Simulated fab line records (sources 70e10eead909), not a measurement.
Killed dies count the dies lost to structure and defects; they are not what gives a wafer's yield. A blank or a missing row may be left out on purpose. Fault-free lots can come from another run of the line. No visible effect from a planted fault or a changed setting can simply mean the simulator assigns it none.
fab line records -- flow nand-harc
record: lots: 13, wafers: 39, last-day: 33
route steps=1302 shown A_ONON_D1@430 THIN_TSV@1272 END@1302
lots with no fault: from the same line, run without faults
start-h: the number of hours between the record's first day and the start of the first shown wafer of the lot -- wait-h: hours elapsed since this lot's preceding step -- " as in the row above -- L1.1+2: several wafers, shown together as one row -- - either no value or no given start -- * or withheld: withheld -- < > ~ a bound
route shown NAME@n: NAME is a module with steps in the file, n the number in the route of the first one -- usual: the fault-free wafers' mean and standard deviation -- same: alike in all rows -- chamber/n: place in a boat -- sites: readings site by site -- _std_site: how widely they spread, as a standard deviation -- _edge_site: outer sites' mean less inner sites' -- radius-mm: for every site, how far away it sits from the centre of the wafer -- mask NAME#n: copy n -- behind: the most recent tool/chamber to have shaped the wafer -- hold: why the lot went on hold/how many hours it stayed there/how the hold came to an end -- device: whichever transistor did not switch (one of n, p or np) -- end of line: tests of these same wafers at the route's end -- for a step that has no rows: nothing shown but its recipe -- killed: not the wafer's yield, but the dies lost to structure and defects at the first sort -- map: the dies of a wafer, with x for killed, . for not killed, _ for no die there
set.NAME: the setting that was run; set.NAME@STEP: the one run at that earlier step -- model.NAME: the simulator's own value behind a step, which no gauge read
the route's steps for a sample of lots (tables are steps, rows are wafers)
services: when a tool's chamber went out of use (start-h, in hours from the record's first day, below 0 if earlier), for how many hours, and the reason
== steps ==
step: NHARC_A_ONON_D1_DEP_09
recipe: target-thk-a: 10000, n2-flow-sccm: 2750, n2o-flow-sccm: 2000, nh3-flow-sccm: 500, sih4-flow-sccm: 210, temp-c: 400
usual: n2-flow-sccm: 2750/8.6
lot.wafer,tool,chamber,start-h,wait-h,n2-flow-sccm
L240.3,pecvd-onon-01,0,162.08,0.2,2744
L240.5,pecvd-onon-01,0,162.08,0.2,2752
L240.6,pecvd-onon-01,0,162.08,0.2,2734
L241.1,pecvd-onon-02,0,172.40,0.1,2758
L241.5,pecvd-onon-02,0,172.40,0.1,2769
L241.6,pecvd-onon-02,0,172.40,0.1,2768
L244.2,pecvd-onon-03,0,198.74,0.1,2754
L244.4,pecvd-onon-03,0,198.74,0.1,2746
L244.6,pecvd-onon-03,0,198.74,0.1,2748
L245.1,pecvd-onon-01,0,209.91,0.1,2756
L245.2,pecvd-onon-01,0,209.91,0.1,2755
L245.6,pecvd-onon-01,0,209.91,0.1,2755
L246.2,pecvd-onon-02,0,227.83,0.1,2745
L246.3,pecvd-onon-02,0,227.83,0.1,2736
L246.5,pecvd-onon-02,0,227.83,0.1,2738
L247.4,pecvd-onon-01,0,234.37,0.2,2764
L247.5,pecvd-onon-01,0,234.37,0.2,2759
L247.6,pecvd-onon-01,0,234.37,0.2,2748
L252.1,pecvd-onon-03,0,279.47,0.1,2750
L252.5,pecvd-onon-03,0,279.47,0.1,2748
L252.6,pecvd-onon-03,0,279.47,0.1,2740
L253.1,pecvd-onon-03,0,286.71,0.1,2745
L253.3,pecvd-onon-03,0,286.71,0.1,2744
L253.4,pecvd-onon-03,0,286.71,0.1,2740
L254.3,pecvd-onon-03,0,312.48,0.2,2759
L254.4,pecvd-onon-03,0,312.48,0.2,2757
L254.6,pecvd-onon-03,0,312.48,0.2,2760
L259.1,pecvd-onon-01,0,350.89,0.1,2753
L259.3,pecvd-onon-01,0,350.89,0.1,2739
L259.5,pecvd-onon-01,0,350.89,0.1,2753
L261.2,pecvd-onon-03,0,379.01,0.1,2751
L261.3,pecvd-onon-03,0,379.01,0.1,2759
L261.6,pecvd-onon-03,0,379.01,0.1,2752
L262.1,pecvd-onon-01,0,383.38,0.1,2733
L262.2,pecvd-onon-01,0,383.38,0.1,2756
L262.4,pecvd-onon-01,0,383.38,0.1,2744
L263.4,pecvd-onon-03,0,383.52,0.2,2732
L263.5,pecvd-onon-03,0,383.52,0.2,2738
L263.6,pecvd-onon-03,0,383.52,0.2,2745
step: NHARC_THIN_TSV_PVD_19
recipe: target-thk-a: 200, chamber-pressure-pa: 5, material: TaN
usual: throttle-valve-pct: 30.1/0.94
lot.wafer,tool,chamber,start-h,wait-h,throttle-valve-pct
L240.3,pvd-sputter-01,-,-,-,30.3
L240.6,pvd-sputter-01,-,-,-,30.3
L240.5,pvd-sputter-01,-,-,-,30.5
L241.1,pvd-sputter-02,-,-,-,31.0
L241.5,pvd-sputter-02,-,-,-,28.6
L241.6,pvd-sputter-02,-,-,-,29.8
L244.4,pvd-sputter-02,-,-,-,28.5
L244.2,pvd-sputter-02,-,-,-,28.3
L244.6,pvd-sputter-02,-,-,-,31.1
L245.1,pvd-sputter-03,-,-,-,30.8
L245.2,pvd-sputter-03,-,-,-,30.8
L245.6,pvd-sputter-03,-,-,-,31.0
L247.4,pvd-sputter-02,-,-,-,28.4
L247.5,pvd-sputter-02,-,-,-,29.8
L247.6,pvd-sputter-02,-,-,-,28.7
L246.3,pvd-sputter-01,-,-,-,30.7
L246.2,pvd-sputter-01,-,-,-,29.2
L246.5,pvd-sputter-01,-,-,-,30.8
L253.3,pvd-sputter-02,-,-,-,30.4
L253.1,pvd-sputter-02,-,-,-,29.0
L253.4,pvd-sputter-02,-,-,-,31.2
L252.1,pvd-sputter-03,-,-,-,31.1
L252.5,pvd-sputter-03,-,-,-,28.7
L252.6,pvd-sputter-03,-,-,-,30.6
L254.4,pvd-sputter-03,-,-,-,30.6
L254.3,pvd-sputter-03,-,-,-,30.9
L254.6,pvd-sputter-03,-,-,-,28.7
L259.1,pvd-sputter-01,-,-,-,29.1
L259.3,pvd-sputter-01,-,-,-,30.6
L259.5,pvd-sputter-01,-,-,-,29.0
L262.1,pvd-sputter-01,-,-,-,30.7
L262.2,pvd-sputter-01,-,-,-,30.6
L262.4,pvd-sputter-01,-,-,-,31.0
L261.3,pvd-sputter-02,-,-,-,30.0
L261.2,pvd-sputter-02,-,-,-,31.8
L261.6,pvd-sputter-02,-,-,-,29.0
L263.4,pvd-sputter-02,-,-,-,28.9
L263.6,pvd-sputter-02,-,-,-,29.0
L263.5,pvd-sputter-02,-,-,-,29.8
step: NHARC_THIN_TSV_DEGAS_53
recipe: temp-c: 300, time-s: 60
usual: heater-power-w: 485/42
lot.wafer,tool,chamber,start-h,wait-h,heater-power-w
L240.3,pvd-sputter-02,-,538.76,0.1,503
L240.5,pvd-sputter-02,-,538.76,0.1,514
L240.6,pvd-sputter-02,-,538.76,0.1,535
L241.1,pvd-sputter-01,-,554.10,0.1,457
L241.5,pvd-sputter-01,-,554.10,0.1,454
L241.6,pvd-sputter-01,-,554.10,0.1,521
L244.4,pvd-sputter-02,-,574.94,0.1,468
L244.2,pvd-sputter-02,-,574.94,0.1,506
L244.6,pvd-sputter-02,-,574.94,0.1,560
L245.2,pvd-sputter-02,-,595.28,0.1,428
L245.1,pvd-sputter-02,-,595.28,0.1,549
L245.6,pvd-sputter-02,-,595.28,0.1,425
L247.4,pvd-sputter-02,-,614.17,0.1,454
L247.5,pvd-sputter-02,-,614.17,0.1,467
L247.6,pvd-sputter-02,-,614.17,0.1,435
L246.2,pvd-sputter-01,-,615.46,0.1,451
L246.3,pvd-sputter-01,-,615.46,0.1,503
L246.5,pvd-sputter-01,-,615.46,0.1,447
L253.3,pvd-sputter-03,-,665.34,0.1,462
L253.4,pvd-sputter-03,-,665.34,0.1,489
L253.1,pvd-sputter-03,-,665.34,0.1,422
L252.1,pvd-sputter-03,-,666.40,0.1,460
L252.5,pvd-sputter-03,-,666.40,0.1,455
L252.6,pvd-sputter-03,-,666.40,0.1,436
L254.3,pvd-sputter-01,-,683.36,0.1,460
L254.4,pvd-sputter-01,-,683.36,0.1,495
L254.6,pvd-sputter-01,-,683.36,0.1,518
L259.1,pvd-sputter-01,-,738.43,0.1,503
L259.3,pvd-sputter-01,-,738.43,0.1,498
L259.5,pvd-sputter-01,-,738.43,0.1,491
L262.4,pvd-sputter-02,-,760.68,0.1,537
L262.2,pvd-sputter-02,-,760.68,0.1,485
L262.1,pvd-sputter-02,-,760.68,0.1,432
L261.3,pvd-sputter-02,-,761.58,0.1,502
L261.2,pvd-sputter-02,-,761.58,0.1,494
L261.6,pvd-sputter-02,-,761.58,0.1,522
L263.4,pvd-sputter-02,-,772.03,0.1,551
L263.5,pvd-sputter-02,-,772.03,0.1,498
L263.6,pvd-sputter-02,-,772.03,0.1,431
step: NHARC_THIN_TSV_ETCH_59
recipe: target-depth-a: 8800, icp-w: 900, bias-w: 100, Cl2_flow_sccm: 60, bcl3-flow-sccm: 30, time-s: 138.1, chemistry: Cl2/BCl3
usual: bcl3-flow-sccm: 30.01/0.076, chamber-pressure-mTorr: 10.001/0.0081, drypump-motor-current-A: 5.7/0.44, oes-product-au: 1.003/0.013, throttle-valve-pct: 22.265/0.009
lot.wafer,tool,chamber,start-h,wait-h,bcl3-flow-sccm,chamber-pressure-mTorr,drypump-motor-current-A,oes-product-au,rf-hours-counter-h,throttle-valve-pct
L240.3,rie-metal-01,0,540.31,0.2,29.97,9.991,6.3,0.976,-,22.260
L240.5,rie-metal-01,1,540.31,0.2,30.04,10.003,5.4,1.011,-,22.259
L240.6,rie-metal-01,0,540.31,0.2,30.03,10.006,6.3,0.979,-,22.256
L241.1,rie-metal-01,1,555.57,0.1,29.97,10.009,5.4,1.000,2.2,22.278
L241.6,rie-metal-01,0,555.57,0.1,29.99,9.997,6.3,0.991,-,22.255
L241.5,rie-metal-01,1,555.57,0.1,30.02,10.005,5.4,1.005,-,22.257
L244.2,rie-metal-03,0,576.40,0.1,30.13,10.001,5.6,1.000,1.1,22.277
L244.4,rie-metal-03,1,576.40,0.1,30.12,10.022,6.0,0.992,-,22.282
L244.6,rie-metal-03,0,576.40,0.1,29.98,10.003,5.6,1.012,-,22.261
L245.1,rie-metal-02,0,596.71,0.1,30.10,10.010,4.8,1.000,2.5,22.248
L245.2,rie-metal-02,1,596.71,0.1,30.00,9.995,6.0,1.016,2.5,22.259
L245.6,rie-metal-02,1,596.71,0.1,29.92,10.008,5.9,1.016,-,22.286
L247.4,rie-metal-03,1,615.67,0.2,29.91,10.007,6.0,0.976,-,22.261
L247.5,rie-metal-03,1,615.67,0.2,30.00,9.994,6.0,0.981,-,22.263
L247.6,rie-metal-03,0,615.67,0.2,30.09,10.008,5.6,1.001,-,22.281
L246.2,rie-metal-02,0,616.88,0.1,29.92,9.995,4.8,1.001,2.8,22.247
L246.3,rie-metal-02,0,616.88,0.1,30.06,9.993,4.8,1.001,-,22.258
L246.5,rie-metal-02,0,616.88,0.1,29.95,9.989,4.8,0.994,-,22.264
L253.1,rie-metal-01,0,666.80,0.1,30.00,10.002,6.3,0.964,1.1,22.277
L253.3,rie-metal-01,1,666.80,0.1,29.99,9.993,5.4,1.005,-,22.268
L253.4,rie-metal-01,0,666.80,0.1,30.01,10.007,6.3,0.975,-,22.250
L252.1,rie-metal-03,1,667.70,0.1,29.99,10.001,6.0,0.994,2.8,22.278
L252.6,rie-metal-03,1,667.70,0.1,30.18,9.986,6.0,1.000,-,22.274
L252.5,rie-metal-03,0,667.70,0.1,30.08,10.008,5.6,1.006,-,22.270
L254.3,rie-metal-01,0,684.86,0.2,30.00,9.995,6.2,0.976,-,22.254
L254.4,rie-metal-01,1,684.86,0.2,29.98,10.004,5.4,1.018,-,22.273
L254.6,rie-metal-01,0,684.86,0.2,29.99,10.013,6.3,0.979,-,22.258
L259.1,rie-metal-02,1,739.77,0.2,30.05,9.983,5.9,1.029,1.4,22.261
L259.3,rie-metal-02,0,739.77,0.2,30.08,9.996,4.8,1.024,-,22.279
L259.5,rie-metal-02,0,739.77,0.2,30.03,10.001,4.8,1.008,-,22.269
L262.2,rie-metal-01,0,762.12,0.1,30.06,10.007,6.3,1.005,0.0,22.272
L262.1,rie-metal-01,1,762.12,0.1,30.02,10.010,5.4,1.018,0.0,22.261
L262.4,rie-metal-01,1,762.12,0.1,30.00,10.002,5.4,1.011,-,22.262
L261.2,rie-metal-02,1,762.88,0.1,29.97,9.998,5.9,1.023,2.0,22.271
L261.3,rie-metal-02,1,762.88,0.1,29.95,9.990,6.0,1.026,-,22.264
L261.6,rie-metal-02,1,762.88,0.1,29.99,9.995,5.9,1.033,-,22.259
L263.4,rie-metal-03,0,773.66,0.3,29.95,10.001,5.6,1.009,-,22.268
L263.5,rie-metal-03,0,773.66,0.3,29.92,10.008,5.6,1.015,-,22.272
L263.6,rie-metal-03,0,773.66,0.3,29.94,10.008,5.6,0.999,-,22.252
step: NHARC_END_SORT_01
recipe: temp-c: 25
usual: killed-at-array: 52/19, killed-at-other: 1.0/1.2, killed-at-periphery: 4.1/2.8, killed-dies: 57/19, killed-open: 3.1/1.7, killed-short: 2.5/1.5
same: gross-dies: 677
lot.wafer,tool,chamber,start-h,wait-h,killed-at-array,killed-at-other,killed-at-periphery,killed-dies,killed-open,killed-short
L241.1,prober-01,0,562.02,2.5,53,0,3,56,2,1
L241.5,prober-01,0,565.27,3.8,70,0,3,73,6,3
L241.6,prober-01,0,566.08,4.1,46,0,0,46,5,0
L245.1,prober-02,0,605.63,2.6,65,2,4,71,4,5
L245.2,prober-02,0,606.43,2.8,55,0,5,60,2,3
L245.6,prober-02,0,609.61,4.0,59,0,5,64,0,2
L246.2,prober-02,0,625.15,2.8,54,1,6,61,2,5
L246.3,prober-02,0,625.96,3.1,57,1,0,58,4,0
L246.5,prober-02,0,627.57,3.7,62,0,3,65,5,0
L253.1,prober-01,0,682.56,2.5,153,2,1,156,3,1
L253.3,prober-01,0,684.19,3.1,146,3,3,152,2,0
L253.4,prober-01,0,685.01,3.4,143,1,3,147,4,1
L254.3,prober-01,0,695.25,3.1,134,0,1,135,0,1
L254.4,prober-01,0,696.06,3.4,116,0,3,119,5,1
L254.6,prober-01,0,697.68,4.0,116,0,3,119,4,4
L262.1,prober-02,0,771.23,2.5,70,1,7,78,1,3
L262.2,prober-02,0,772.05,2.8,73,4,8,85,5,4
L262.4,prober-02,0,773.69,3.5,71,4,6,81,5,3
L263.4,prober-01,0,787.73,3.4,62,0,3,65,3,2
L263.5,prober-01,0,788.53,3.7,65,0,3,68,4,0
L263.6,prober-01,0,789.33,4.0,69,0,2,71,4,4
killed by level:class
L241.1 A_CHANNEL_HOLE_D2:chamber-film-flake=24 A_CHANNEL_HOLE_D1:chamber-film-flake=21 A_STAIRCASE:chamber-film-flake=3 A_ZERO_WELL:chamber-film-flake=2 P_GATE:geometric-particle:open=1 P_CONTACT:geometric-particle:open=1 A_CHANNEL_HOLE_D1:geometric-particle:short=1 P_STI:chamber-film-flake=1
L241.5 A_CHANNEL_HOLE_D1:chamber-film-flake=32 A_CHANNEL_HOLE_D2:chamber-film-flake=22 A_STAIRCASE:chamber-film-flake=3 A_ONON_D1:geometric-particle:short=2 A_ZERO_WELL:chamber-film-flake=2 P_GATE:geometric-particle:open=1 P_CONTACT:geometric-particle:open=1 A_SOURCE_PLATE:geometric-particle:short=1
L241.6 A_CHANNEL_HOLE_D1:chamber-film-flake=21 A_CHANNEL_HOLE_D2:chamber-film-flake=12 A_CONTACT:chamber-film-flake=3 A_CHANNEL_FILL_D2:chamber-film-flake=2 A_SOURCE_PLATE:geometric-particle:open=1 A_DECK1_JOINT:geometric-particle:open=1 A_ONON_D2:geometric-particle:open=1 A_CHANNEL_FILL_D2:geometric-particle:open=1
L245.1 A_CHANNEL_HOLE_D1:chamber-film-flake=34 A_CHANNEL_HOLE_D2:chamber-film-flake=8 A_CHANNEL_FILL_D2:chamber-film-flake=4 A_CONTACT:chamber-film-flake=4 A_M1:chamber-film-flake=3 A_DECK1_JOINT:chamber-film-flake=2 A_STAIRCASE:chamber-film-flake=2 THIN_TSV:chamber-film-flake=2
L245.2 A_CHANNEL_HOLE_D1:chamber-film-flake=36 A_CHANNEL_HOLE_D2:chamber-film-flake=6 A_DECK1_JOINT:chamber-film-flake=3 P_STI:chamber-film-flake=2 P_M2:chamber-film-flake=2 A_ONON_D1:geometric-particle:short=1 A_DECK1_JOINT:geometric-particle:open=1 A_DECK1_JOINT:geometric-particle:short=1
L245.6 A_CHANNEL_HOLE_D1:chamber-film-flake=35 A_CHANNEL_HOLE_D2:chamber-film-flake=12 A_CONTACT:chamber-film-flake=4 P_STI:chamber-film-flake=2 P_M2:chamber-film-flake=2 A_CHANNEL_FILL_D2:chamber-film-flake=2 A_ONON_D1:geometric-particle:short=1 A_CHANNEL_FILL_D1:geometric-particle:short=1
L246.2 A_CHANNEL_HOLE_D1:chamber-film-flake=33 A_CONTACT:chamber-film-flake=7 A_CHANNEL_HOLE_D2:chamber-film-flake=6 P_GATE:geometric-particle:short=2 A_STAIRCASE:chamber-film-flake=2 P_M0:geometric-particle:open=1 P_M2:geometric-particle:short=1 A_CHANNEL_FILL_D1:geometric-particle:short=1
L246.3 A_CHANNEL_HOLE_D1:chamber-film-flake=34 A_CHANNEL_HOLE_D2:chamber-film-flake=9 A_CONTACT:chamber-film-flake=6 A_STAIRCASE:chamber-film-flake=2 A_DECK1_JOINT:geometric-particle:open=1 A_CHANNEL_HOLE_D2:geometric-particle:open=1 A_CHANNEL_FILL_D2:geometric-particle:open=1 A_WL_FILL:geometric-particle:open=1
L246.5 A_CHANNEL_HOLE_D1:chamber-film-flake=30 A_CHANNEL_HOLE_D2:chamber-film-flake=15 A_CONTACT:chamber-film-flake=10 A_M0:geometric-particle:open=2 A_DECK1_JOINT:chamber-film-flake=2 P_GATE:geometric-particle:open=1 P_CONTACT:geometric-particle:open=1 A_CHANNEL_HOLE_D1:geometric-particle:open=1
L253.1 A_ONON_D1:unspecified=74 A_SLIT:chamber-film-flake=41 A_CHANNEL_HOLE_D1:chamber-film-flake=25 A_CHANNEL_HOLE_D2:chamber-film-flake=5 HYBRID_BOND:chamber-film-flake=2 A_CONTACT:chamber-film-flake=2 A_ONON_D2:geometric-particle:short=1 A_STAIRCASE:geometric-particle:open=1
L253.3 A_ONON_D1:unspecified=82 A_CHANNEL_HOLE_D1:chamber-film-flake=23 A_SLIT:chamber-film-flake=21 A_CHANNEL_HOLE_D2:chamber-film-flake=12 A_CONTACT:chamber-film-flake=4 THIN_TSV:chamber-film-flake=2 P_CONTACT:geometric-particle:open=1 A_CHANNEL_FILL_D2:geometric-particle:open=1
L253.4 A_ONON_D1:unspecified=91 A_CHANNEL_HOLE_D1:chamber-film-flake=22 A_SLIT:chamber-film-flake=11 A_CHANNEL_HOLE_D2:chamber-film-flake=10 A_DECK1_JOINT:chamber-film-flake=3 P_GATE:chamber-film-flake=2 A_CONTACT:chamber-film-flake=2 P_M0:geometric-particle:open=1
L254.3 A_ONON_D1:unspecified=94 A_CHANNEL_HOLE_D1:chamber-film-flake=25 A_WL_FILL:chamber-film-flake=5 A_CONTACT:chamber-film-flake=3 A_ZERO_WELL:chamber-film-flake=2 A_CHANNEL_HOLE_D2:chamber-film-flake=2 A_CHANNEL_FILL_D1:geometric-particle:short=1 P_GATE:chamber-film-flake=1
L254.4 A_ONON_D1:unspecified=76 A_CHANNEL_HOLE_D1:chamber-film-flake=24 A_WL_FILL:chamber-film-flake=6 A_CHANNEL_FILL_D1:geometric-particle:open=2 A_CHANNEL_HOLE_D2:chamber-film-flake=2 A_CONTACT:chamber-film-flake=2 P_GATE:geometric-particle:open=1 A_CHANNEL_FILL_D2:geometric-particle:short=1
L254.6 A_ONON_D1:unspecified=83 A_CHANNEL_HOLE_D1:chamber-film-flake=20 A_WL_FILL:chamber-film-flake=4 A_CONTACT:chamber-film-flake=3 A_WL_FILL:geometric-particle:short=2 P_GATE:geometric-particle:short=1 P_M0:geometric-particle:short=1 P_M0:geometric-particle:open=1
L262.1 A_SLIT:chamber-film-flake=39 A_CHANNEL_HOLE_D2:chamber-film-flake=10 A_CONTACT:chamber-film-flake=9 P_ZERO_WELL:chamber-film-flake=4 P_M2:chamber-film-flake=3 A_WL_FILL:geometric-particle:short=2 A_STAIRCASE:chamber-film-flake=2 A_SGD_CUT:chamber-film-flake=2
L262.2 A_CHANNEL_HOLE_D2:chamber-film-flake=33 A_SLIT:chamber-film-flake=13 A_CONTACT:chamber-film-flake=12 P_M2:chamber-film-flake=5 A_STAIRCASE:chamber-film-flake=4 THIN_TSV:chamber-film-flake=4 A_WL_FILL:chamber-film-flake=3 P_CONTACT:geometric-particle:open=2
L262.4 A_SLIT:chamber-film-flake=39 A_CHANNEL_HOLE_D2:chamber-film-flake=12 A_CONTACT:chamber-film-flake=8 P_M2:chamber-film-flake=4 A_WL_FILL:chamber-film-flake=3 THIN_TSV:chamber-film-flake=3 A_STAIRCASE:chamber-film-flake=2 P_GATE:geometric-particle:open=1
L263.4 A_CHANNEL_HOLE_D2:chamber-film-flake=23 A_SLIT:chamber-film-flake=18 A_CHANNEL_HOLE_D1:chamber-film-flake=9 A_CHANNEL_FILL_D1:chamber-film-flake=3 A_CONTACT:chamber-film-flake=3 A_STAIRCASE:chamber-film-flake=2 P_GATE:geometric-particle:open=1 A_ONON_D1:geometric-particle:short=1
L263.5 A_CHANNEL_HOLE_D2:chamber-film-flake=32 A_SLIT:chamber-film-flake=11 A_CONTACT:chamber-film-flake=7 A_CHANNEL_HOLE_D1:chamber-film-flake=3 P_STI:chamber-film-flake=2 A_CHANNEL_FILL_D1:chamber-film-flake=2 A_DECK1_JOINT:chamber-film-flake=2 A_ONON_D1:geometric-particle:open=1
L263.6 A_SLIT:chamber-film-flake=29 A_CHANNEL_HOLE_D1:chamber-film-flake=14 A_CHANNEL_HOLE_D2:chamber-film-flake=11 A_STAIRCASE:chamber-film-flake=3 A_WL_FILL:chamber-film-flake=2 A_M1:chamber-film-flake=2 P_GATE:geometric-particle:short=1 A_SOURCE_PLATE:geometric-particle:short=1
== services ==
tool,chamber,start-h,hours,kind
pvd-sputter-02,-,150.67,3.3,repair
pvd-sputter-01,-,163.90,2.9,repair
pvd-sputter-02,-,167.45,1.8,repair
pvd-sputter-03,-,170.00,10.0,pm
pvd-sputter-01,-,201.00,6.2,repair
rie-metal-01,-,221.00,9.0,pm
pvd-sputter-01,-,225.78,6.6,repair
pecvd-onon-03,-,227.19,13.0,pm
pvd-sputter-01,-,255.64,2.1,repair
pvd-sputter-02,-,282.04,10.0,pm
pvd-sputter-02,-,294.27,8.7,repair
pvd-sputter-01,-,397.41,2.8,repair
pecvd-onon-03,-,408.19,13.0,pm
pvd-sputter-01,-,410.36,10.0,pm
pvd-sputter-01,-,454.53,2.7,repair
pvd-sputter-02,-,460.04,10.0,pm
pvd-sputter-01,-,563.13,6.5,repair
pecvd-onon-03,-,589.19,13.0,pm
pvd-sputter-02,-,600.29,7.4,repair
pvd-sputter-01,-,603.30,0.6,repair
pvd-sputter-01,-,631.36,3.2,repair
pvd-sputter-02,-,644.25,4.9,repair
pvd-sputter-01,-,766.40,10.0,pm
pecvd-onon-03,-,770.19,13.0,pm
== key ==
first-sign: step: NHARC_END_SORT_01, reading: killed-at-array, direction: up, sigmas: 4.4, usual: 52, struck: 135
effect: step: NHARC_END_SORT_01, reading: killed-dies, direction: up, sigmas: 4.3, usual: 57, struck: 138
more-kills-born-at: NHARC_A_ONON_D1_DEP_09@pecvd-onon-03: 500
met-at NHARC_A_ONON_D1_DEP_09
struck-lots L253,L254
tester-left-out L253,L254
not-acting-at NHARC_THIN_TSV_PVD_19,NHARC_THIN_TSV_DEGAS_53,NHARC_THIN_TSV_ETCH_59
onset-between 279.47 286.71
fault: kind: chamber-particle-source, tool: pecvd-onon-03, chamber: -, onset-h: 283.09, steps: NHARC_A_ONON_D1_DEP_09, rate-per-visit-cm2: 0.79074, end-h: 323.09
tester-left-out: of these lots the tester's yield and bins aren't shown, on N5 and GAA mostly nor the transistor test; their killed dies are dies lost to structure and defects alone, not to doping, threshold or leakage, so they don't give the yield
